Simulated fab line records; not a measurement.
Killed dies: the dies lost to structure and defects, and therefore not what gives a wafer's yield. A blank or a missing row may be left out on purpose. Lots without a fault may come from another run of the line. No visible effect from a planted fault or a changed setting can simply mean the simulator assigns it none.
A struck lot beside a sound one -- flow n5-finfet -- 17 out of 1938 route steps
Sound: the wafers L954.1, L954.4, L954.5. Struck: wafer L961.1; the same lot's L961.4 was not struck, so it is left out; see the end for the cause.
Per side, at each step with rows, come the tool, then ch with its chambers, and then its first start. Under that, the readings that differ: sound wafers -- struck wafers -- difference of the means -- sigmas: that difference in standard deviations of wafers without a fault.
alike: readings with means less than 2 such deviations apart, plus words and numbers identical on both sides. not compared: withheld readings, readings lacking a value on some wafer, bounds such as >300 that could conceal the same value, and numbers that have no deviation in the record and whose values overlap.
Wherever a step has rows on one side only, a row that says differs or no value, or a row with sigmas, the two part there. Numbers that don't overlap but have no deviation are shown without sigmas and don't part them. Lack of a reading on every wafer of one side parts them only where that side has two or more wafers.

N5_FIN_SAQP_HM_DEP_72: deposits SiO2 from SiH4/N2O, target thk 12 nm, time 7.2 s.
  sound on pecvd-03 ch 1,2, day 4 04:51; struck on pecvd-04 ch 1, day 5 21:32
  alike: heater-power-w, showerhead-plenum-p-Torr
then, 8 steps without rows for these wafers: N5_FIN_SAQP_COAT_49 (time 60 s, resist thk 100 nm); N5_FIN_SAQP_COAT_50 (time 60 s, resist thk 35 nm); N5_FIN_SAQP_COAT_10 (resist thk 90 nm); N5_FIN_SAQP_EBR_12; N5_FIN_SAQP_SOFTBAKE_11 (time 60 s); N5_FIN_SAQP_EXPOSE_13 (exposes mask FIN CORE, target cd 35.6 nm); N5_FIN_SAQP_PEB_14 (peb time 60 s); N5_FIN_SAQP_DEVELOP_15 (develop time 30 s).
N5_FIN_SAQP_CD_MEAS_16 targets a cd of 35.6 nm.
  sound on cd-sem-03 ch 0, day 4 05:18; struck on cd-sem-02 ch 0, day 5 21:58
  alike: cd-nm
N5_FIN_SAQP_OVL_MEAS_17:
  sound on overlay-02 ch 0, day 4 05:20; struck on overlay-01 ch 0, day 5 22:01
reading,sound,struck,difference,sigmas
FIN_CORE_OVL (nm),-0.3 0.1 -0.4,2.0,+2.2,+2
N5_FIN_SAQP_INSPECT_18: inspects for defects (brightfield).
  sound on defect-inspect-01, day 4 05:22; struck on defect-inspect-02, day 5 22:02
  alike: raw-defect-count
N5_FIN_SAQP_DESCUM_21: chemistry O2, time 7.9 s.
  sound on rie-diel-02 ch 0,1,3, day 4 05:24; struck on rie-diel-05 ch 3, day 5 22:04
reading,sound,struck,difference,sigmas
showerhead-plenum-p-Torr (Torr),2.10 2.01 2.07,2.24,+0.18,+2
model.CAR-ArF_of_FIN_SAQP_COAT_10.thk-nm (nm),83.56 83.75 83.74,84.63,+0.95,
  alike: drypump-motor-current-A, oes-product-au, rf-vpp-V, throttle-valve-pct
  not compared: rf-hours-counter-h
N5_FIN_SAQP_ETCH_51: etches SiARC in CF4, target depth 45.5 nm, time 75.8 s.
  sound on rie-diel-02 ch 0,1,3, day 4 05:26; struck on rie-diel-05 ch 3, day 5 22:07
reading,sound,struck,difference,sigmas
rf-vpp-V (V),183.6 183.0 182.1,185.7,+2.8,+3
showerhead-plenum-p-Torr (Torr),2.15 2.08 2.14,2.28,+0.16,+2
model.CAR-ArF_of_FIN_SAQP_COAT_10.thk-nm (nm),50.92 51.28 51.23,52.01,+0.87,
  alike: drypump-motor-current-A, etch-rf-on-time-s, oes-product-au, throttle-valve-pct
  not compared: rf-hours-counter-h
N5_FIN_SAQP_ETCH_52: etches SOC in N2/H2, target depth 100 nm, overetch 20 nm, time 150 s.
  sound on rie-diel-02 ch 0,1,3, day 4 05:29; struck on rie-diel-05 ch 3, day 5 22:10
reading,sound,struck,difference,sigmas
rf-vpp-V (V),524.1 524.0 523.1,528.7,+5.0,+2
showerhead-plenum-p-Torr (Torr),2.53 2.46 2.54,2.69,+0.18,+2
  alike: drypump-motor-current-A, h2-flow-sccm, oes-product-au, throttle-valve-pct
  not compared: rf-hours-counter-h
-- here the record skips 7 days between the struck wafers' starts before and after, leaving off in module FIN_SAQP and picking up in module BEOL_M4 (first step shown: number 1111 of the route) --
N5_BEOL_M4_RC_MEAS_101:
  sound on prober-02 ch 0, day 10 21:19; struck on prober-02 ch 0, day 12 10:40
reading,sound,struck,difference,sigmas
ION_P (uA/um),445 446 448,461,+15,+2
SS_N (mV/dec),70.5 70.4 70.3,71.8,+1.4,+2
VT_P (mV),-259 -256 -261,-252,+7,+2
  alike: DIBL_N, DIBL_P, IOFF_N, IOFF_P, ION_N, SS_P, VT_N
-- here the record skips 4 days between the struck wafers' starts before and after, leaving off in module BEOL_M4 and picking up in module PASSIVATION (first step shown: number 1936 of the route) --
N5_PASSIVATION_PROBE_49:
  rows exist in the record for the struck wafers here (prober-02, day 16 14:06), but not for the sound ones

## WHERE THEY PART
At N5_FIN_SAQP_OVL_MEAS_17 first; at N5_PASSIVATION_PROBE_49 last (within this record only).

WHY: what had been put in by the simulator
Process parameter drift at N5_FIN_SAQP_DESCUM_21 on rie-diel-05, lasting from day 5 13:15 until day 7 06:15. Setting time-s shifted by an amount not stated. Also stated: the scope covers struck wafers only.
